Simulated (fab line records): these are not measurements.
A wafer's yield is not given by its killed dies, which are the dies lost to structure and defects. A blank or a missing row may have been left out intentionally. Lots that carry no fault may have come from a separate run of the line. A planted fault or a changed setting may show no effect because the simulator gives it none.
fab line records	flow nand-harc
record: lots: 13	wafers: 39	last-day: 24
route steps=1159 shown P_BONDPAD@369 A_START@389 A_ONON_D1@440 A_CHANNEL_HOLE_D1@463 END@1159
lots with no fault: from the same line, run without faults
start-h: hours from the record's first day to the start of the lot's first wafer shown	wait-h: hours since the lot's step before	" identical to the entry in the row above	L1.1+2: several wafers, shown together as one row	- value missing, or start not given	* or withheld: withheld	< > ~ a bound
route shown NAME@n: names a module that has steps shown in the file, with the first one's number in the route	usual: the fault-free wafers' mean and standard deviation	same: alike in all rows	chamber/n: place in a boat	sites: each site's reading	_std_site: how widely they spread, as a standard deviation	_edge_site: mean of outer sites minus mean of inner sites	radius-mm: for every site, how far away it sits from the centre of the wafer	mask NAME#n: copy n	behind: the last tool/chamber to shape the wafer	hold: what put the lot on hold/how long, in hours/how the hold closed	device: whichever transistor did not switch (one of n, p or np)	end of line: the route-end tests of the same wafers	step lacking rows: just its recipe	killed: at the first sort, the dies lost to defects and structure; wafer yield is something else	map: a wafer's dies, x killed, . not, _ none there
set.NAME: the run value of the setting; set.NAME@STEP: its run value at that earlier step	model.NAME: the simulator's own value behind a step, which no gauge read
the route's steps for a sample of lots (tables are steps, rows are wafers)
services: the hour from which a tool's chamber was out of use, counted from the record's first day as start-h (under 0 if before that day), plus the number of hours and why
== steps ==
step: NHARC_P_BONDPAD_ETCH_12
recipe: target-depth-a: 2000	time-s: 100	chf3-flow-sccm: 50	o2-flow-sccm: 10	ar-flow-sccm: 200	rf-w: 500	bias-w: 200	chemistry: CHF3/O2
usual: drypump-motor-current-A: 5.7/0.52	o2-flow-sccm: 9.997/0.03	oes-product-au: 0.940/0.023	rf-vpp-V: 371/3.1	showerhead-plenum-p-Torr: 2.41/0.14	throttle-valve-pct: 20.572/0.0091
lot.wafer	tool	chamber	start-h	wait-h	drypump-motor-current-A	o2-flow-sccm	oes-product-au	rf-hours-counter-h	rf-vpp-V	showerhead-plenum-p-Torr	throttle-valve-pct
L840.4	rie-diel-11	2	-	-	5.2	9.957	0.953	11	374	2.56	20.569
L840.1	"	1	"	"	6.0	10.012	0.962	11	366	2.25	20.571
L840.5	"	2	"	"	5.2	9.993	0.955	-	374	2.56	20.561
L842.4	rie-diel-11	3	-	-	5.0	9.999	0.921	13	374	2.57	20.581
L842.3	"	0	"	"	6.2	9.978	0.921	13	367	2.28	20.579
L842.5	"	2	"	"	5.3	10.006	0.912	-	374	2.56	20.576
L844.2	rie-diel-11	3	-	-	5.0	10.026	0.926	13	374	2.57	20.566
L844.1	"	1	"	"	6.0	9.986	0.937	14	368	2.25	20.575
L844.6	"	0	"	"	6.2	10.017	0.928	-	369	2.28	20.577
L849.3	rie-diel-11	0	-	-	6.2	9.977	0.914	17	366	2.28	20.565
L849.1	"	1	"	"	6.0	10.037	0.934	18	365	2.24	20.571
L849.5	"	0	"	"	6.2	9.991	0.915	-	369	2.28	20.586
L852.4	rie-diel-11	0	-	-	6.2	9.987	0.955	1	369	2.28	20.557
L852.2	"	1	"	"	6.0	9.966	0.968	0	367	2.24	20.586
L852.5	"	1	"	"	6.0	10.000	0.970	-	367	2.24	20.570
L854.4	rie-diel-08	3	-	-	6.3	10.052	0.978	35	369	2.36	20.580
L854.3	"	0	"	"	5.6	10.016	0.968	35	371	2.38	20.565
L854.6	"	2	"	"	6.3	9.977	0.973	-	371	2.38	20.576
L855.1	rie-diel-13	3	-	-	5.4	9.990	0.932	41	370	2.39	20.575
L855.5	"	3	"	"	5.4	9.957	0.935	-	369	2.39	20.566
L855.6	"	0	"	"	5.9	10.015	0.917	-	371	2.46	20.578
L856.1	rie-diel-13	3	-	-	5.4	10.025	0.940	44	371	2.39	20.574
L856.3	"	1	"	"	5.7	9.976	0.916	45	373	2.58	20.579
L856.2	"	2	"	"	6.3	10.052	0.943	45	367	2.31	20.570
L857.3	rie-diel-11	1	-	-	6.0	9.978	0.928	3	367	2.24	20.579
L857.5	"	2	"	"	5.3	10.005	0.916	-	373	2.55	20.582
L857.6	"	3	"	"	5.0	9.975	0.913	-	375	2.57	20.584
L859.4	rie-diel-11	0	-	-	6.2	9.957	0.923	3	367	2.28	20.566
L859.2	"	1	"	"	6.0	10.020	0.916	3	367	2.24	20.544
L859.6	"	3	"	"	5.0	10.022	0.918	-	373	2.57	20.571
L860.1	rie-diel-11	3	-	-	5.0	9.991	0.933	4	376	2.57	20.576
L860.2	"	2	"	"	5.3	10.055	0.920	3	374	2.55	20.572
L860.5	"	0	"	"	6.2	9.991	0.927	-	368	2.28	20.579
L862.1	rie-diel-11	0	-	-	6.2	9.982	0.928	5	368	2.28	20.562
L862.3	"	1	"	"	6.0	9.951	0.913	5	367	2.24	20.586
L862.5	"	1	"	"	6.0	10.005	0.926	-	366	2.24	20.559
L863.1	rie-diel-11	3	-	-	5.0	10.008	0.919	7	374	2.57	20.569
L863.3	"	0	"	"	6.2	9.996	0.912	7	367	2.28	20.559
L863.2	"	2	"	"	5.2	10.018	0.922	7	375	2.55	20.575
step: NHARC_A_START_INSPECT_01
usual: raw-defect-count: 3.6/2
lot.wafer	tool	chamber	start-h	wait-h	raw-defect-count
L840.1	defect-inspect-01	-	126.68	-	2
L840.4	"	-	"	"	5
L840.5	"	-	"	"	6
L842.3	defect-inspect-01	-	151.83	-	1
L842.4	"	-	"	"	5
L842.5	"	-	"	"	4
L844.1	defect-inspect-01	-	154.77	-	1
L844.2	"	-	"	"	5
L844.6	"	-	"	"	1
L849.1	defect-inspect-01	-	191.11	-	2
L849.3	"	-	"	"	2
L849.5	"	-	"	"	5
L852.2	defect-inspect-01	-	208.99	-	3
L852.4	"	-	"	"	4
L852.5	"	-	"	"	5
L854.3	defect-inspect-02	-	223.88	-	4
L854.4	"	-	"	"	4
L854.6	"	-	"	"	3
L855.1	defect-inspect-02	-	224.49	-	2
L855.5	"	-	"	"	4
L855.6	"	-	"	"	4
L856.1	defect-inspect-01	-	229.18	-	2
L856.2	"	-	"	"	8
L856.3	"	-	"	"	3
L857.3	defect-inspect-01	-	231.71	-	3
L857.5	"	-	"	"	1
L857.6	"	-	"	"	3
L859.2	defect-inspect-01	-	240.80	-	4
L859.4	"	-	"	"	2
L859.6	"	-	"	"	2
L860.1	defect-inspect-02	-	246.95	-	3
L860.2	"	-	"	"	3
L860.5	"	-	"	"	4
L862.1	defect-inspect-01	-	258.33	-	4
L862.3	"	-	"	"	6
L862.5	"	-	"	"	4
L863.1	defect-inspect-01	-	284.80	-	3
L863.2	"	-	"	"	6
L863.3	"	-	"	"	4
step: NHARC_A_ONON_D1_DEP_22
recipe: target-thk-a: 10000	n2-flow-sccm: 2750	n2o-flow-sccm: 2000	nh3-flow-sccm: 500	sih4-flow-sccm: 210	temp-c: 400
lot.wafer	tool	chamber	start-h	wait-h
L840.1+4+5	pecvd-onon-02	0	163.76	0.1
L842.3+4+5	pecvd-onon-01	0	188.89	0.2
L844.1+2+6	pecvd-onon-01	0	189.13	0.1
L849.1+3+5	pecvd-onon-01	0	225.14	0.1
L852.2+4+5	pecvd-onon-01	0	242.68	0.3
L855.1+5+6	pecvd-onon-02	0	255.98	0.1
L854.3+4+6	pecvd-onon-04	0	256.23	0.2
L856.1+2+3	pecvd-onon-04	0	264.51	0.1
L857.3+5+6	pecvd-onon-02	0	264.60	0.2
L859.2+4+6	pecvd-onon-04	0	275.34	0.1
L860.1+2+5	pecvd-onon-04	0	281.54	0.1
L862.1+3+5	pecvd-onon-04	0	292.50	0.1
L863.1+2+3	pecvd-onon-01	0	319.17	0.1
step: NHARC_A_ONON_D1_THK_MEAS_24
recipe: thk-meas-gauge: ellipsometry
usual: thk-nm: 999/11
lot.wafer	tool	chamber	start-h	wait-h	thk-nm
L840.1	film-metro-02	-	164.28	-	988
L840.4	"	-	"	"	989
L840.5	"	-	"	"	987
L842.3	film-metro-02	-	189.29	-	1005
L842.4	"	-	"	"	1004
L842.5	"	-	"	"	1003
L844.1	film-metro-01	-	189.63	-	1019
L844.2	"	-	"	"	1018
L844.6	"	-	"	"	1017
L849.1	film-metro-02	-	225.65	-	702
L849.3	"	-	"	"	700
L849.5	"	-	"	"	701
L852.2	film-metro-02	-	243.13	-	669
L852.4	"	-	"	"	666
L852.5	"	-	"	"	668
L855.1	film-metro-01	-	256.48	-	989
L855.5	"	-	"	"	989
L855.6	"	-	"	"	990
L854.3	film-metro-01	-	256.63	-	991
L854.4	"	-	"	"	989
L854.6	"	-	"	"	990
L857.3	film-metro-02	-	265.00	-	992
L857.5	"	-	"	"	994
L857.6	"	-	"	"	994
L856.1	film-metro-01	-	265.02	-	991
L856.2	"	-	"	"	993
L856.3	"	-	"	"	991
L859.2	film-metro-02	-	275.80	-	1000
L859.4	"	-	"	"	1000
L859.6	"	-	"	"	1001
L860.1	film-metro-02	-	282.05	-	999
L860.2	"	-	"	"	998
L860.5	"	-	"	"	998
L862.1	film-metro-02	-	293.02	-	1021
L862.3	"	-	"	"	1018
L862.5	"	-	"	"	1020
L863.1	film-metro-01	-	319.68	-	996
L863.2	"	-	"	"	996
L863.3	"	-	"	"	996
step: NHARC_A_CHANNEL_HOLE_D1_OVL_MEAS_11
usual: overlay-x-nm: -0.2/0.83	overlay-y-nm: -0.1/1.1
lot.wafer	tool	chamber	start-h	wait-h	overlay-x-nm	overlay-y-nm
L840.1	overlay-01	-	168.77	-	0.9	2.8
L840.4	"	-	"	"	-0.1	2.6
L840.5	"	-	"	"	-0.1	3.0
L842.3	overlay-01	-	193.64	-	-0.7	-0.1
L842.4	"	-	"	"	-0.7	0.4
L842.5	"	-	"	"	-0.6	-0.1
L844.1	overlay-01	-	195.84	-	0.6	-1.2
L844.2	"	-	"	"	-0.3	-0.3
L844.6	"	-	"	"	-0.3	-0.9
L855.1	overlay-02	-	262.40	-	0.3	-1.4
L855.5	"	-	"	"	0.3	-1.3
L855.6	"	-	"	"	-0.1	-2.3
L854.3	overlay-01	-	263.25	-	-0.7	0.8
L854.4	"	-	"	"	-1.2	0.4
L854.6	"	-	"	"	-1.3	0.8
L857.3	overlay-01	-	269.50	-	-1.0	-1.1
L857.5	"	-	"	"	-1.2	-1.3
L857.6	"	-	"	"	-0.7	-2.1
L856.1	overlay-02	-	270.50	-	0.2	1.1
L856.2	"	-	"	"	0.1	0.5
L856.3	"	-	"	"	-0.4	1.0
L859.2	overlay-02	-	280.42	-	0.4	-1.9
L859.4	"	-	"	"	-0.1	-1.9
L859.6	"	-	"	"	0.4	-1.9
L860.1	overlay-01	-	288.25	-	1.4	-1.1
L860.2	"	-	"	"	1.2	-1.1
L860.5	"	-	"	"	1.6	-0.9
L862.1	overlay-02	-	303.35	-	0.3	1.1
L862.3	"	-	"	"	0.9	0.6
L862.5	"	-	"	"	0.1	1.2
L863.1	overlay-01	-	324.15	-	-1.7	0.7
L863.2	"	-	"	"	-1.1	0.5
L863.3	"	-	"	"	-1.7	0.4
step: NHARC_END_SORT_01
recipe: temp-c: 25
usual: killed-at-array: 29/9.4	killed-at-other: 0.7/1.3	killed-at-periphery: 2.9/2.1	killed-dies: 32/9	killed-open: 3.3/1.8	killed-short: 1.9/1.4
same: gross-dies: 677
lot.wafer	tool	chamber	start-h	wait-h	killed-at-array	killed-at-other	killed-at-periphery	killed-dies	killed-open	killed-short
L849.1	prober-01	0	511.00	2.5	675	0	2	677	2	3
L849.3	prober-01	0	512.60	3.1	671	0	6	677	2	1
L849.5	prober-01	0	514.19	3.7	675	0	2	677	4	1
L852.2	prober-02	0	512.63	2.8	673	0	4	677	5	5
L852.4	prober-02	0	514.21	3.4	674	0	3	677	3	3
L852.5	prober-02	0	515.00	3.7	673	0	4	677	4	0
killed by level:class
L849.1 A_ONON_D1:area-dep=651 A_CONTACT:chamber-film-flake=8 A_CHANNEL_HOLE_D1:chamber-film-flake=6 A_WL_FILL:chamber-film-flake=3 A_ONON_D1:geometric-particle:open=2 P_M0:chamber-film-flake=2 A_ONON_D1:geometric-particle:short=1 A_CHANNEL_FILL_D1:geometric-particle:short=1
L849.3 A_ONON_D1:area-dep=656 A_STAIRCASE:chamber-film-flake=4 P_M0:chamber-film-flake=3 A_CONTACT:chamber-film-flake=3 P_STI:chamber-film-flake=2 A_ZERO_WELL:chamber-film-flake=2 A_SGD_CUT:chamber-film-flake=2 A_WL_FILL:chamber-film-flake=2
L852.2 A_ONON_D1:area-dep=630 A_SLIT:chamber-film-flake=18 A_CHANNEL_HOLE_D1:chamber-film-flake=10 A_STAIRCASE:chamber-film-flake=7 A_WL_FILL:geometric-particle:short=2 P_GATE:geometric-particle:short=1 P_CONTACT:geometric-particle:open=1 P_M0:geometric-particle:open=1
L849.5 A_ONON_D1:area-dep=651 A_CONTACT:chamber-film-flake=11 A_CHANNEL_HOLE_D1:chamber-film-flake=5 A_CONTACT:geometric-particle:open=3 A_STAIRCASE:chamber-film-flake=2 P_CONTACT:geometric-particle:short=1 A_ONON_D1:geometric-particle:open=1 P_M0:chamber-film-flake=1
L852.4 A_ONON_D1:area-dep=626 A_CHANNEL_HOLE_D1:chamber-film-flake=18 A_SLIT:chamber-film-flake=17 A_STAIRCASE:chamber-film-flake=4 A_CONTACT:chamber-film-flake=4 P_STI:geometric-particle:short=1 P_M1:geometric-particle:open=1 A_ONON_D1:geometric-particle:short=1
L852.5 A_ONON_D1:area-dep=632 A_CHANNEL_HOLE_D1:chamber-film-flake=12 A_STAIRCASE:chamber-film-flake=12 A_SLIT:chamber-film-flake=11 A_CONTACT:chamber-film-flake=5 P_CONTACT:geometric-particle:open=2 P_M0:geometric-particle:open=1 A_SGD_CUT:geometric-particle:open=1
== services ==
tool	chamber	start-h	hours	kind
rie-diel-08	0	107.63	5.6	repair
pecvd-onon-02	-	111.33	13.0	pm
rie-diel-11	0	119.50	-	clean
rie-diel-11	1	119.50	-	clean
rie-diel-08	-	125.85	9.0	pm
rie-diel-13	-	154.72	0.8	repair
rie-diel-11	-	179.88	0.7	repair
rie-diel-11	-	189.50	9.0	pm
pecvd-onon-01	-	195.04	13.0	pm
rie-diel-13	0	199.13	4.1	repair
rie-diel-11	2	207.50	4.5	repair
rie-diel-13	1	232.74	8.7	repair
pecvd-onon-04	-	237.00	13.0	pm
rie-diel-08	1	243.07	5.1	repair
rie-diel-13	0	261.74	9.7	repair
rie-diel-11	3	264.23	11.3	repair
rie-diel-11	1	267.29	4.3	repair
rie-diel-08	-	272.88	0.7	repair
rie-diel-08	0	275.11	3.0	repair
rie-diel-13	-	276.05	9.0	pm
rie-diel-11	1	287.17	9.8	repair
pecvd-onon-02	-	292.33	13.0	pm
rie-diel-13	-	296.68	1.2	repair
rie-diel-08	-	302.89	9.0	pm
== key ==
first-sign: step: NHARC_A_ONON_D1_THK_MEAS_24	reading: thk-nm	direction: down	sigmas: 28	usual: 999	struck: 684
effect: step: NHARC_END_SORT_01	reading: killed-dies	direction: up	sigmas: 72	usual: 32	struck: 677
more-kills-born-at: NHARC_A_ONON_D1_DEP_22@pecvd-onon-01: 3846
met-at NHARC_A_ONON_D1_DEP_22
struck-lots L849,L852
struck-wafers L849.1,L849.3,L849.5,L852.2,L852.4,L852.5
later-rows-left-out L849.1,L849.3,L849.5,L852.2,L852.4,L852.5
tester-left-out L849,L852
not-acting-at NHARC_P_BONDPAD_ETCH_12,NHARC_A_START_INSPECT_01,NHARC_A_CHANNEL_HOLE_D1_OVL_MEAS_11
onset-between 189.13 225.14
fault: kind: process-parameter-drift	tool: pecvd-onon-01	chamber: 0	onset-h: 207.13	steps: NHARC_A_ONON_D1_DEP_22	channel: target-thk-a	offset: *	shape: step	end-h: 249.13	acts-in: *	stated: *
tester-left-out: of these lots the tester's yield and bins aren't shown, on N5 and GAA mostly nor the transistor test; their killed dies are dies lost to structure and defects alone, not to doping, threshold or leakage, so they don't give the yield
later-rows-left-out: the simulator's readings of these wafers behind a module that went badly wrong aren't trusted and aren't shown, but for the sort
